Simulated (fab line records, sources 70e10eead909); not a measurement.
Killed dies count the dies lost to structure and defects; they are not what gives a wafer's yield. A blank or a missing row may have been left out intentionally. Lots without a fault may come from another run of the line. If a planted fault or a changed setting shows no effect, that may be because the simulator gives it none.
fab line records | flow nandHarc
[record] lots = 6 | wafers = 18 | lastDay = 24
route steps=1159 shown A_CHANNEL_HOLE_D1@466
lots untouched by any fault: they come from a run of this same line in which no faults occurred
startH: hours from the record's opening day to when the first of the lot's shown wafers began | waitH: hours elapsed since this lot's preceding step | " unchanged from the row above | L1.1+2: a row that stands for several wafers | - no value, or no start was given | * or withheld: withheld | < > ~ a bound
route shown NAME@n: NAME is a module with steps in the file, n the number in the route of the first one | usual: mean/standard deviation of fault-free wafers | same: alike in all rows | chamber/n: place in a boat | sites: readings site by site | _std_site: standard deviation of those values | _edge_site: the outer-site mean with the inner-site mean subtracted | radiusMm: for every site, how far away it sits from the centre of the wafer | mask NAME#n: copy n | behind: the last tool/chamber to shape the wafer | hold: reason for holding the lot/hours on hold/outcome of the hold | device: the n, p or np transistor that did not switch | end of line: the route-end tests of the same wafers | a step without rows: its recipe alone | killed: dies that structure and defects cost at the first sort, which is not the same as the wafer's yield | map: shows each die of a wafer: x if killed, . if not, _ if none is there
set.NAME: the setting that was run; set.NAME@STEP: the one run at that earlier step | model.NAME: the simulator's own value behind a step, which no gauge read
lots seen at some steps along the route; tables by step, rows by wafer
services: when a tool's chamber went out of use (startH, in hours from the record's first day, below 0 if earlier), for how many hours, and the reason
[[steps]]
[step NHARC_A_CHANNEL_HOLE_D1_ETCH_38]
[recipe] targetDepthA = 390 | overEtchFrac = 0.3 | timeS = 65 | ionEnergyEv = 80 | cf4FlowSccm = 150 | arFlowSccm = 0 | rfW = 300 | biasW = 100 | chemistry = CF4
[step NHARC_A_CHANNEL_HOLE_D1_ETCH_39]
[recipe] targetDepthA = 2600 | overEtchFrac = 0.3 | timeS = 325 | ionEnergyEv = 200 | n2FlowSccm = 150 | h2FlowSccm = 150 | arFlowSccm = 0 | rfW = 400 | biasW = 150 | chemistry = N2/H2
[step NHARC_A_CHANNEL_HOLE_D1_ETCH_34]
[recipe] targetDepthA = 1540 | timeS = 77 | cf4FlowSccm = 100 | chf3FlowSccm = 30 | arFlowSccm = 0 | rfW = 500 | biasW = 200 | chemistry = CF4/CHF3
[usual] biasW = 199.9/0.63 | cf4FlowSccm = 100.03/0.26 | drypumpMotorCurrentA = 5.7/0.46 | oesProductAu = 0.941/0.022 | rfVppV = 369.6/2.4 | showerheadPlenumPTorr = 1.54/0.066 | throttleValvePct = 16.802/0.0096
lot.wafer | tool       | chamber | startH | waitH | biasW | cf4FlowSccm | drypumpMotorCurrentA | oesProductAu | rfHoursCounterH | rfVppV | showerheadPlenumPTorr | throttleValvePct
L919.1    | rieDiel-06 | 3       | -      | -     | 199.7 | 100.09      | 5.4                  | 0.935        | 10              | 374.8  | 1.65                  | 16.816
L919.5    | "          | 2       | "      | "     | 200.3 | 100.01      | 5.9                  | 0.927        | -               | 365.9  | 1.47                  | 16.798
L919.6    | "          | 3       | "      | "     | 199.5 | 100.10      | 5.4                  | 0.930        | -               | 373.0  | 1.65                  | 16.795
L923.3    | rieDiel-03 | 2       | -      | -     | 200.6 | 99.71       | 5.9                  | 0.993        | 0               | 370.9  | 1.57                  | 16.805
L923.6    | "          | 0       | "      | "     | 199.8 | 100.71      | 6.1                  | 0.960        | -               | 369.9  | 1.54                  | 16.803
L923.5    | "          | 1       | "      | "     | 198.5 | 99.60       | 5.0                  | 0.991        | -               | 371.4  | 1.64                  | 16.796
L931.2    | rieDiel-03 | 3       | -      | -     | 200.4 | 99.80       | 6.1                  | 0.922        | 4               | 371.5  | 1.60                  | 16.805
L931.1    | "          | 0       | "      | "     | 200.5 | 99.50       | 6.1                  | 0.924        | 4               | 370.1  | 1.54                  | 16.808
L931.6    | "          | 2       | "      | "     | 199.7 | 99.72       | 5.8                  | 0.934        | -               | 370.4  | 1.57                  | 16.789
L934.2    | rieDiel-12 | 3       | -      | -     | 199.3 | 100.12      | 5.9                  | 0.914        | 6               | 371.2  | 1.59                  | 16.797
L934.1    | "          | 1       | "      | "     | 199.5 | 100.11      | 5.2                  | 0.931        | 6               | 370.1  | 1.59                  | 16.792
L934.5    | "          | 0       | "      | "     | 199.4 | 99.80       | 6.5                  | 0.927        | -               | 369.5  | 1.52                  | 16.799
L936.2    | rieDiel-12 | 2       | -      | -     | 199.4 | 99.83       | 5.4                  | 0.955        | 6               | 368.5  | 1.47                  | 16.810
L936.5    | "          | 0       | "      | "     | 198.8 | 100.37      | 6.5                  | 0.954        | -               | 369.0  | 1.52                  | 16.816
L936.6    | "          | 1       | "      | "     | 199.7 | 100.01      | 5.2                  | 0.948        | -               | 372.3  | 1.59                  | 16.796
L937.2    | rieDiel-06 | 2       | -      | -     | 199.6 | 99.97       | 5.9                  | 0.912        | 4               | 367.4  | 1.47                  | 16.805
L937.6    | "          | 1       | "      | "     | 201.5 | 100.18      | 5.2                  | 0.929        | -               | 367.2  | 1.48                  | 16.786
L937.5    | "          | 2       | "      | "     | 199.8 | 99.70       | 5.9                  | 0.918        | -               | 366.9  | 1.47                  | 16.790
[step NHARC_A_CHANNEL_HOLE_D1_ETCH_16]
[recipe] targetDepthA = 31000 | overEtchFrac = 0.3 | timeS = 806 | ionEnergyEv = 150 | o2FlowSccm = 400 | cosFlowSccm = 20 | arFlowSccm = 0 | rfW = 500 | biasW = 300 | chemistry = O2/COS
[step NHARC_A_CHANNEL_HOLE_D1_CD_MEAS_18]
[usual] cdNm = 99.3/1.5
lot.wafer | tool     | chamber | startH | waitH | cdNm
L919.1    | cdSem-02 | -       | 196.64 | -     | 98.7
L919.5    | "        | -       | "      | "     | 97.9
L919.6    | "        | -       | "      | "     | 97.2
L923.3    | cdSem-02 | -       | 229.47 | -     | 101.8
L923.5    | "        | -       | "      | "     | 99.9
L923.6    | "        | -       | "      | "     | 99.0
L931.1    | cdSem-02 | -       | 284.49 | -     | 98.2
L931.2    | "        | -       | "      | "     | 98.1
L931.6    | "        | -       | "      | "     | 99.6
L934.1    | cdSem-02 | -       | 292.78 | -     | 99.8
L934.2    | "        | -       | "      | "     | 101.3
L934.5    | "        | -       | "      | "     | 99.8
L936.2    | cdSem-02 | -       | 301.93 | -     | 102.2
L936.5    | "        | -       | "      | "     | 103.2
L936.6    | "        | -       | "      | "     | 100.8
L937.2    | cdSem-02 | -       | 303.63 | -     | 99.4
L937.5    | "        | -       | "      | "     | 100.2
L937.6    | "        | -       | "      | "     | 101.7
[step NHARC_A_CHANNEL_HOLE_D1_ETCH_19]
[recipe] biasV = 1200 | sourceW = 2500 | pressureMtorr = 15 | timeS = 34.5 | arFlowSccm = 375 | c4f8FlowSccm = 28.8 | o2FlowSccm = 96.2 | tempC = -20 | targetDepthA = * | chemistry = C4F8/O2/Ar
[step NHARC_A_CHANNEL_HOLE_D1_ETCH_20]
[recipe] biasV = 3000 | sourceW = withheld | pressureMtorr = 20 | timeS = 361.9 | arFlowSccm = 375 | c4f8FlowSccm = 89.3 | o2FlowSccm = 35.7 | tempC = -20 | targetDepthA = 16000 | chemistry = C4F8/O2/Ar
[step NHARC_A_CHANNEL_HOLE_D1_ETCH_21]
[recipe] biasV = 3000 | sourceW = withheld | pressureMtorr = 20 | timeS = 514.3 | arFlowSccm = 375 | c4f8FlowSccm = 89.3 | o2FlowSccm = 35.7 | tempC = -20 | targetDepthA = 16000 | chemistry = C4F8/O2/Ar
[step NHARC_A_CHANNEL_HOLE_D1_ETCH_22]
[recipe] biasV = 3000 | sourceW = withheld | pressureMtorr = 20 | timeS = 666.7 | arFlowSccm = 375 | c4f8FlowSccm = 89.3 | o2FlowSccm = 35.7 | tempC = -20 | targetDepthA = 16000 | chemistry = C4F8/O2/Ar
[usual] c4f8FlowSccm = 89.3/0.32 | chamberPressureMTorr = 19.998/0.019 | drypumpMotorCurrentA = 5.8/0.34 | showerheadPlenumPTorr = 3.77/0.12 | throttleValvePct = 32.156/0.009
lot.wafer | tool       | chamber | startH | waitH | c4f8FlowSccm | chamberPressureMTorr | drypumpMotorCurrentA | rfHoursCounterH | showerheadPlenumPTorr | throttleValvePct
L919.1    | harEtch-01 | 0       | 197.68 | 0.4   | 89.1         | 19.993               | 5.5                  | 200             | 3.59                  | 32.164
L919.5    | "          | 1       | "      | "     | 90.0         | 20.002               | 5.4                  | -               | 3.82                  | 32.146
L919.6    | "          | 0       | "      | "     | 88.9         | 19.940               | 5.5                  | -               | 3.59                  | 32.145
L923.3    | harEtch-01 | 0       | 230.69 | 0.4   | 89.6         | 19.983               | 5.5                  | -               | 3.58                  | 32.153
L923.6    | "          | 1       | "      | "     | 89.4         | 20.025               | 5.4                  | -               | 3.81                  | 32.184
L923.5    | "          | 0       | "      | "     | 89.5         | 20.021               | 5.6                  | -               | 3.58                  | 32.164
L931.2    | harEtch-01 | 0       | 288.10 | 0.4   | 89.0         | 19.977               | 5.5                  | 238             | 3.57                  | 32.154
L931.1    | "          | 1       | "      | "     | 89.1         | 19.992               | 5.4                  | 238             | 3.80                  | 32.148
L931.6    | "          | 0       | "      | "     | 89.3         | 19.991               | 5.5                  | -               | 3.57                  | 32.157
L934.2    | harEtch-01 | 1       | 293.71 | 0.4   | 89.4         | 20.006               | 5.5                  | 242             | 3.80                  | 32.152
L934.1    | "          | 0       | "      | "     | 89.3         | 19.994               | 5.5                  | 242             | 3.57                  | 32.150
L934.5    | "          | 1       | "      | "     | 89.5         | 20.000               | 5.4                  | -               | 3.80                  | 32.162
L936.2    | harEtch-01 | 1       | 302.86 | 0.4   | 89.3         | 19.989               | 5.4                  | 246             | 3.79                  | 32.159
L936.6    | "          | 1       | "      | "     | 89.3         | 19.982               | 5.4                  | -               | 3.79                  | 32.154
L936.5    | "          | 0       | "      | "     | 89.1         | 20.003               | 5.5                  | -               | 3.57                  | 32.147
L937.2    | harEtch-02 | 1       | 305.24 | 0.4   | 88.8         | 19.985               | 6.3                  | 158             | 3.84                  | 32.155
L937.5    | "          | 0       | "      | "     | 88.8         | 19.964               | 5.9                  | -               | 3.84                  | 32.137
L937.6    | "          | 1       | "      | "     | 89.4         | 20.019               | 6.3                  | -               | 3.84                  | 32.166
[step NHARC_A_CHANNEL_HOLE_D1_ETCH_23]
[recipe] biasV = 5000 | sourceW = withheld | pressureMtorr = 20 | timeS = 819 | arFlowSccm = 375 | c4f8FlowSccm = 89.3 | o2FlowSccm = 35.7 | tempC = -20 | targetDepthA = 16000 | chemistry = C4F8/O2/Ar
[usual] c4f8FlowSccm = 89.30/0.27 | chamberPressureMTorr = 19.997/0.017 | drypumpMotorCurrentA = 5.8/0.34 | showerheadPlenumPTorr = 3.77/0.12 | throttleValvePct = 32.155/0.0084
lot.wafer | tool       | chamber | startH | waitH | c4f8FlowSccm | chamberPressureMTorr | drypumpMotorCurrentA | rfHoursCounterH | showerheadPlenumPTorr | throttleValvePct
L919.1    | harEtch-01 | 0       | 198.26 | 0.5   | 89.69        | 19.972               | 5.5                  | 201             | 3.59                  | 32.151
L919.5    | "          | 1       | "      | "     | 89.58        | 19.978               | 5.4                  | -               | 3.82                  | 32.156
L919.6    | "          | 0       | "      | "     | 89.95        | 20.015               | 5.5                  | -               | 3.59                  | 32.157
L923.3    | harEtch-01 | 0       | 231.32 | 0.5   | 89.18        | 19.992               | 5.5                  | -               | 3.58                  | 32.152
L923.6    | "          | 1       | "      | "     | 89.27        | 19.995               | 5.4                  | -               | 3.81                  | 32.173
L923.5    | "          | 0       | "      | "     | 89.30        | 19.991               | 5.5                  | -               | 3.58                  | 32.161
L931.2    | harEtch-01 | 0       | 288.67 | 0.5   | 89.23        | 19.986               | 5.5                  | 239             | 3.57                  | 32.138
L931.1    | "          | 1       | "      | "     | 89.61        | 20.021               | 5.4                  | 239             | 3.80                  | 32.148
L931.6    | "          | 0       | "      | "     | 89.03        | 20.017               | 5.5                  | -               | 3.57                  | 32.143
L934.2    | harEtch-01 | 1       | 294.28 | 0.5   | 89.06        | 20.004               | 5.4                  | 243             | 3.80                  | 32.147
L934.1    | "          | 0       | "      | "     | 89.54        | 20.004               | 5.5                  | 243             | 3.57                  | 32.157
L934.5    | "          | 1       | "      | "     | 89.02        | 20.020               | 5.4                  | -               | 3.80                  | 32.143
L936.2    | harEtch-01 | 1       | 303.43 | 0.5   | 89.39        | 20.016               | 5.4                  | 246             | 3.79                  | 32.160
L936.6    | "          | 1       | "      | "     | 89.75        | 19.982               | 5.4                  | -               | 3.79                  | 32.157
L936.5    | "          | 0       | "      | "     | 89.75        | 20.001               | 5.5                  | -               | 3.56                  | 32.166
L937.2    | harEtch-02 | 1       | 305.83 | 0.5   | 89.32        | 19.980               | 6.3                  | 159             | 3.84                  | 32.145
L937.5    | "          | 0       | "      | "     | 89.40        | 20.000               | 5.9                  | -               | 3.84                  | 32.149
L937.6    | "          | 1       | "      | "     | 89.14        | 19.996               | 6.3                  | -               | 3.84                  | 32.171
[step NHARC_A_CHANNEL_HOLE_D1_ETCH_24]
[recipe] biasV = 5000 | sourceW = withheld | pressureMtorr = 20 | timeS = 906.2 | arFlowSccm = 375 | c4f8FlowSccm = 93.8 | o2FlowSccm = 31.2 | tempC = -20 | targetDepthA = 15000 | chemistry = C4F8/O2/Ar
[usual] c4f8FlowSccm = 93.77/0.27 | chamberPressureMTorr = 20.002/0.017 | drypumpMotorCurrentA = 5.8/0.34 | showerheadPlenumPTorr = 3.76/0.12 | throttleValvePct = 32.234/0.009
lot.wafer | tool       | chamber | startH | waitH | c4f8FlowSccm | chamberPressureMTorr | drypumpMotorCurrentA | rfHoursCounterH | showerheadPlenumPTorr | throttleValvePct
L919.1    | harEtch-01 | 0       | 198.97 | 0.6   | 93.87        | 20.007               | 5.5                  | 201             | 3.58                  | 32.241
L919.5    | "          | 1       | "      | "     | 93.91        | 20.005               | 5.4                  | -               | 3.81                  | 32.222
L919.6    | "          | 0       | "      | "     | 94.15        | 20.006               | 5.5                  | -               | 3.58                  | 32.239
L923.3    | harEtch-01 | 0       | 232.04 | 0.6   | 93.43        | 19.993               | 5.5                  | -               | 3.58                  | 32.233
L923.6    | "          | 1       | "      | "     | 93.50        | 20.026               | 5.4                  | -               | 3.81                  | 32.236
L923.5    | "          | 0       | "      | "     | 93.41        | 20.003               | 5.5                  | -               | 3.58                  | 32.235
L931.2    | harEtch-01 | 0       | 289.36 | 0.6   | 93.27        | 20.007               | 5.5                  | 239             | 3.56                  | 32.228
L931.1    | "          | 1       | "      | "     | 93.78        | 20.012               | 5.4                  | 239             | 3.79                  | 32.237
L931.6    | "          | 0       | "      | "     | 93.68        | 19.991               | 5.5                  | -               | 3.56                  | 32.241
L934.2    | harEtch-01 | 1       | 294.98 | 0.6   | 94.05        | 19.973               | 5.4                  | 243             | 3.79                  | 32.237
L934.1    | "          | 0       | "      | "     | 93.68        | 20.004               | 5.5                  | 243             | 3.56                  | 32.241
L934.5    | "          | 1       | "      | "     | 93.59        | 19.999               | 5.4                  | -               | 3.79                  | 32.226
L936.2    | harEtch-01 | 1       | 304.12 | 0.6   | 93.92        | 19.988               | 5.4                  | 247             | 3.79                  | 32.226
L936.6    | "          | 1       | "      | "     | 93.95        | 19.986               | 5.4                  | -               | 3.79                  | 32.233
L936.5    | "          | 0       | "      | "     | 93.75        | 20.001               | 5.5                  | -               | 3.56                  | 32.221
L937.2    | harEtch-02 | 1       | 306.53 | 0.6   | 93.92        | 20.011               | 6.3                  | 160             | 3.84                  | 32.244
L937.5    | "          | 0       | "      | "     | 93.95        | 19.981               | 5.9                  | -               | 3.84                  | 32.229
L937.6    | "          | 1       | "      | "     | 94.14        | 19.957               | 6.3                  | -               | 3.84                  | 32.228
[step NHARC_A_CHANNEL_HOLE_D1_ETCH_25]
[recipe] biasV = 5000 | sourceW = withheld | pressureMtorr = 20 | timeS = 1040.2 | arFlowSccm = 375 | c4f8FlowSccm = 93.8 | o2FlowSccm = 31.2 | tempC = -20 | targetDepthA = 15000 | chemistry = C4F8/O2/Ar
[step NHARC_A_CHANNEL_HOLE_D1_ETCH_26]
[recipe] biasV = 300 | sourceW = 2000 | pressureMtorr = 30 | timeS = 224.1 | arFlowSccm = 375 | c4f8FlowSccm = 11.4 | o2FlowSccm = 113.6 | tempC = -20 | targetDepthA = 3000 | chemistry = C4F8/O2/Ar
[usual] biasV = 300/3.1 | c4f8FlowSccm = 11.40/0.034 | drypumpMotorCurrentA = 5.8/0.34 | showerheadPlenumPTorr = 3.82/0.12 | throttleValvePct = 24.582/0.0093
lot.wafer | tool       | chamber | startH | waitH | biasV | c4f8FlowSccm | drypumpMotorCurrentA | rfHoursCounterH | showerheadPlenumPTorr | throttleValvePct
L919.1    | harEtch-01 | 0       | 200.53 | 0.6   | 302   | 11.44        | 5.5                  | 203             | 3.63                  | 24.583
L919.5    | "          | 1       | "      | "     | 305   | 11.41        | 5.4                  | -               | 3.87                  | 24.576
L919.6    | "          | 0       | "      | "     | 306   | 11.43        | 5.5                  | -               | 3.63                  | 24.584
L923.3    | harEtch-01 | 0       | 233.41 | 0.4   | 301   | 11.39        | 5.5                  | -               | 3.62                  | 24.593
L923.6    | "          | 1       | "      | "     | 300   | 11.42        | 5.4                  | -               | 3.86                  | 24.584
L923.5    | "          | 0       | "      | "     | 302   | 11.36        | 5.5                  | -               | 3.62                  | 24.559
L931.2    | harEtch-01 | 0       | 291.01 | 0.7   | -     | -            | -                    | -               | -                     | -
L931.1    | "          | 1       | "      | "     | -     | -            | -                    | -               | -                     | -
L931.6    | "          | 0       | "      | "     | -     | -            | -                    | -               | -                     | -
L934.2    | harEtch-01 | 1       | 296.62 | 0.7   | -     | -            | -                    | -               | -                     | -
L934.1    | "          | 0       | "      | "     | -     | -            | -                    | -               | -                     | -
L934.5    | "          | 1       | "      | "     | -     | -            | -                    | -               | -                     | -
L936.2    | harEtch-01 | 1       | 305.75 | 0.7   | 302   | 11.35        | 5.4                  | 249             | 3.84                  | 24.589
L936.6    | "          | 1       | "      | "     | 305   | 11.37        | 5.4                  | -               | 3.84                  | 24.575
L936.5    | "          | 0       | "      | "     | 296   | 11.37        | 5.5                  | -               | 3.60                  | 24.561
L937.2    | harEtch-02 | 1       | 308.08 | 0.6   | 298   | 11.43        | 6.3                  | 161             | 3.90                  | 24.579
L937.5    | "          | 0       | "      | "     | 309   | 11.42        | 5.9                  | -               | 3.90                  | 24.594
L937.6    | "          | 1       | "      | "     | 299   | 11.39        | 6.3                  | -               | 3.90                  | 24.571
[step NHARC_A_CHANNEL_HOLE_D1_ETCH_33]
[recipe] biasV = 400 | sourceW = 2000 | pressureMtorr = 25 | timeS = 90 | arFlowSccm = 375 | c4f8FlowSccm = 41.7 | o2FlowSccm = 83.3 | tempC = -20 | targetDepthA = 4000 | chemistry = C4F8/O2/Ar
[step NHARC_A_CHANNEL_HOLE_D1_STRIP_41]
[recipe] n2FlowSccm = 150 | h2FlowSccm = 150 | arFlowSccm = 0 | biasW = 0 | chemistry = N2/H2
[step NHARC_A_CHANNEL_HOLE_D1_STRIP_42]
[recipe] cf4FlowSccm = 100 | chf3FlowSccm = 30 | arFlowSccm = 0 | biasW = 0 | chemistry = CF4/CHF3
[step NHARC_A_CHANNEL_HOLE_D1_STRIP_43]
[recipe] o2FlowSccm = 400 | cosFlowSccm = 20 | arFlowSccm = 0 | biasW = 0 | chemistry = O2/COS
[step NHARC_A_CHANNEL_HOLE_D1_ETCH_44]
[recipe] targetDepthA = 1400 | overetchA = 140 | timeS = 77 | ionEnergyEv = 100 | cf4FlowSccm = 80 | o2FlowSccm = 20 | arFlowSccm = 0 | rfW = 300 | biasW = 100 | chemistry = CF4/O2
[usual] biasW = 99.94/0.29 | cf4FlowSccm = 79.99/0.25 | drypumpMotorCurrentA = 5.7/0.46 | oesProductAu = 0.999/0.0074 | rfVppV = 197.3/1.3 | showerheadPlenumPTorr = 1.31/0.056 | throttleValvePct = 13.397/0.0085
lot.wafer | tool       | chamber | startH | waitH | biasW  | cf4FlowSccm | drypumpMotorCurrentA | oesProductAu | rfHoursCounterH | rfVppV | showerheadPlenumPTorr | throttleValvePct
L919.1    | rieDiel-06 | 2       | 201.49 | 0.1   | 99.97  | 79.70       | 5.9                  | 0.989        | 10              | 196.2  | 1.25                  | 13.406
L919.6    | "          | 3       | "      | "     | 99.84  | 80.13       | 5.4                  | 1.012        | -               | 198.5  | 1.40                  | 13.402
L919.5    | "          | 2       | "      | "     | 100.26 | 80.33       | 5.9                  | 0.990        | -               | 196.0  | 1.25                  | 13.394
L923.3    | rieDiel-06 | 0       | 234.29 | 0.1   | 99.95  | 79.88       | 6.3                  | 0.987        | 11              | 195.8  | 1.26                  | 13.400
L923.6    | "          | 0       | "      | "     | 100.63 | 79.90       | 6.3                  | 0.989        | -               | 197.1  | 1.26                  | 13.386
L923.5    | "          | 2       | "      | "     | 99.65  | 79.61       | 5.9                  | 0.991        | -               | 196.8  | 1.25                  | 13.393
L931.2    | rieDiel-06 | 3       | 291.96 | 0.1   | 99.76  | 79.97       | 5.4                  | 1.001        | 3               | 200.1  | 1.40                  | 13.416
L931.1    | "          | 2       | "      | "     | 100.35 | 79.67       | 5.9                  | 0.992        | 3               | 196.2  | 1.25                  | 13.397
L931.6    | "          | 3       | "      | "     | 99.74  | 79.99       | 5.4                  | 0.992        | -               | 199.2  | 1.40                  | 13.398
L934.1    | rieDiel-12 | 2       | 297.60 | 0.1   | 99.98  | 79.99       | 5.4                  | 1.006        | 5               | 196.5  | 1.24                  | 13.394
L934.2    | "          | 0       | "      | "     | 99.74  | 79.92       | 6.5                  | 0.997        | 7               | 196.7  | 1.29                  | 13.393
L934.5    | "          | 0       | "      | "     | 100.00 | 80.07       | 6.4                  | 1.004        | -               | 197.0  | 1.29                  | 13.398
L936.2    | rieDiel-06 | 1       | 306.76 | 0.1   | 100.29 | 80.25       | 5.2                  | 1.007        | 4               | 195.9  | 1.25                  | 13.394
L936.6    | "          | 3       | "      | "     | 100.43 | 80.53       | 5.4                  | 0.996        | -               | 198.3  | 1.40                  | 13.396
L936.5    | "          | 0       | "      | "     | 100.00 | 79.75       | 6.3                  | 0.988        | -               | 195.8  | 1.26                  | 13.389
L937.2    | rieDiel-12 | 3       | 309.47 | 0.1   | 100.19 | 79.93       | 5.9                  | 0.991        | 7               | 197.7  | 1.35                  | 13.394
L937.6    | "          | 3       | "      | "     | 100.06 | 79.94       | 5.9                  | 0.994        | -               | 198.2  | 1.35                  | 13.399
L937.5    | "          | 0       | "      | "     | 99.44  | 80.11       | 6.5                  | 1.005        | -               | 197.9  | 1.29                  | 13.391
[step NHARC_A_CHANNEL_HOLE_D1_STRIP_27]
[recipe] o2FlowSccm = 500 | arFlowSccm = 0 | biasW = 0 | chemistry = O2
[step NHARC_A_CHANNEL_HOLE_D1_PRECLEAN_28]
[recipe] timeS = * | tempC = 50 | bathAgeMin = 0 | chemistry = SC1
[step NHARC_A_CHANNEL_HOLE_D1_SRD_29]
[step NHARC_A_CHANNEL_HOLE_D1_CD_MEAS_30]
[usual] cdNm = 90.0/0.97
lot.wafer | tool     | chamber | startH | waitH | cdNm
L919.1    | cdSem-01 | -       | 202.40 | -     | 90.1
L919.5    | "        | -       | "      | "     | 89.1
L919.6    | "        | -       | "      | "     | 89.3
L923.3    | cdSem-03 | -       | 235.24 | -     | 89.3
L923.5    | "        | -       | "      | "     | 90.3
L923.6    | "        | -       | "      | "     | 89.9
L931.1    | cdSem-03 | -       | 292.75 | -     | 91.7
L931.2    | "        | -       | "      | "     | 91.6
L931.6    | "        | -       | "      | "     | 92.2
L934.1    | cdSem-01 | -       | 298.51 | -     | 90.0
L934.2    | "        | -       | "      | "     | 88.9
L934.5    | "        | -       | "      | "     | 89.5
L936.2    | cdSem-02 | -       | 307.66 | -     | 90.1
L936.5    | "        | -       | "      | "     | 91.7
L936.6    | "        | -       | "      | "     | 90.0
L937.2    | cdSem-01 | -       | 310.27 | -     | 89.1
L937.5    | "        | -       | "      | "     | 90.8
L937.6    | "        | -       | "      | "     | 91.2
[step NHARC_A_CHANNEL_HOLE_D1_XSEM_31]
[recipe] landingEnergyEv = 35000
[usual] botCdNm = 74.8/1.2 | bowNm = 8.70/0.27 | tiltDeg = 0.08/0.032
lot.wafer | tool    | chamber | startH | waitH | botCdNm | bowNm | tiltDeg
L919.1    | xsem-02 | 0       | 202.51 | 0.1   | 73.9    | 9.01  | 0.10
L919.5    | "       | 0       | "      | "     | 73.8    | 8.98  | 0.10
L919.6    | "       | 0       | "      | "     | 73.1    | 9.00  | 0.10
L923.3    | xsem-02 | 0       | 235.33 | 0.1   | 74.9    | 8.47  | 0.03
L923.5    | "       | 0       | "      | "     | 74.9    | 8.50  | 0.03
L923.6    | "       | 0       | "      | "     | 75.1    | 8.50  | 0.03
L931.1    | xsem-01 | 0       | 292.83 | 0.1   | 76.7    | 8.42  | 0.06
L931.2    | "       | 0       | "      | "     | 75.4    | 8.46  | 0.06
L931.6    | "       | 0       | "      | "     | 76.8    | 8.39  | 0.06
L931.1    | xsem-01 | 0       | -      | -     | 77.1    | -     | 0.09
L931.2    | "       | 0       | "      | "     | 76.9    | -     | 0.09
L931.6    | "       | 0       | "      | "     | 76.6    | -     | 0.09
L934.1    | xsem-02 | 0       | 298.60 | 0.1   | 74.1    | 8.60  | 0.09
L934.2    | "       | 0       | "      | "     | 73.7    | 8.61  | 0.09
L934.5    | "       | 0       | "      | "     | 74.2    | 8.57  | 0.09
L934.1    | xsem-02 | 0       | -      | -     | 74.3    | -     | 0.06
L934.2    | "       | 0       | "      | "     | 74.0    | -     | 0.06
L934.5    | "       | 0       | "      | "     | 74.7    | -     | 0.06
L936.2    | xsem-01 | 0       | 307.74 | 0.1   | 75.2    | 8.59  | 0.05
L936.5    | "       | 0       | "      | "     | 76.7    | 8.65  | 0.05
L936.6    | "       | 0       | "      | "     | 75.2    | 8.62  | 0.05
L937.2    | xsem-01 | 0       | 310.35 | 0.1   | 72.1    | 8.67  | 0.12
L937.5    | "       | 0       | "      | "     | 73.7    | 8.65  | 0.12
L937.6    | "       | 0       | "      | "     | 74.7    | 8.64  | 0.12
[[services]]
tool       | chamber | startH | hours | kind
rieDiel-06 | -       | 176.75 | 0.8   | repair
rieDiel-06 | 0       | 195.97 | -     | clean
rieDiel-06 | 1       | 195.97 | -     | clean
rieDiel-06 | 2       | 195.97 | -     | clean
rieDiel-06 | 3       | 195.97 | -     | clean
rieDiel-06 | 1       | 201.22 | 9.3   | repair
rieDiel-12 | -       | 202.40 | 9.0   | pm
rieDiel-12 | 2       | 213.05 | 9.5   | repair
rieDiel-03 | -       | 215.40 | 9.0   | pm
rieDiel-06 | 0       | 220.47 | -     | clean
rieDiel-06 | 1       | 220.47 | -     | clean
rieDiel-06 | 2       | 220.47 | -     | clean
rieDiel-06 | 3       | 220.47 | -     | clean
rieDiel-06 | 3       | 231.52 | 7.3   | repair
rieDiel-06 | -       | 241.25 | 9.0   | pm
rieDiel-06 | 0       | 241.25 | 9.0   | ventCycle
rieDiel-06 | 1       | 241.25 | 9.0   | ventCycle
rieDiel-06 | 3       | 264.93 | 7.9   | repair
rieDiel-12 | 3       | 294.69 | 9.0   | repair
xsem-02    | -       | 302.00 | 14.0  | pm
rieDiel-06 | 2       | 303.47 | 4.4   | repair
harEtch-01 | -       | 306.14 | 17.0  | pm
harEtch-01 | 0       | 306.14 | 17.0  | ventCycle
harEtch-01 | 1       | 306.14 | 17.0  | ventCycle
[[key]]
[firstSign] step = NHARC_A_CHANNEL_HOLE_D1_ETCH_26 | reading = toolRecord | direction = missing
[effect] step = NHARC_A_CHANNEL_HOLE_D1_XSEM_31 | reading = visit | direction = added
metAt NHARC_A_CHANNEL_HOLE_D1_ETCH_26
struckWafers L931.1,L931.2,L931.6,L934.1,L934.2,L934.5
scrappedBehind NHARC_A_CHANNEL_HOLE_D1_XSEM_31 L931.1,L931.2,L931.6,L934.1,L934.2,L934.5
onsetBetween 233.41 291.01
[fault] kind = skippedStepWhole | tool = harEtch-01 | chamber = - | onsetH = 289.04 | steps = NHARC_A_CHANNEL_HOLE_D1_ETCH_26 | scope = struckLotsOnly
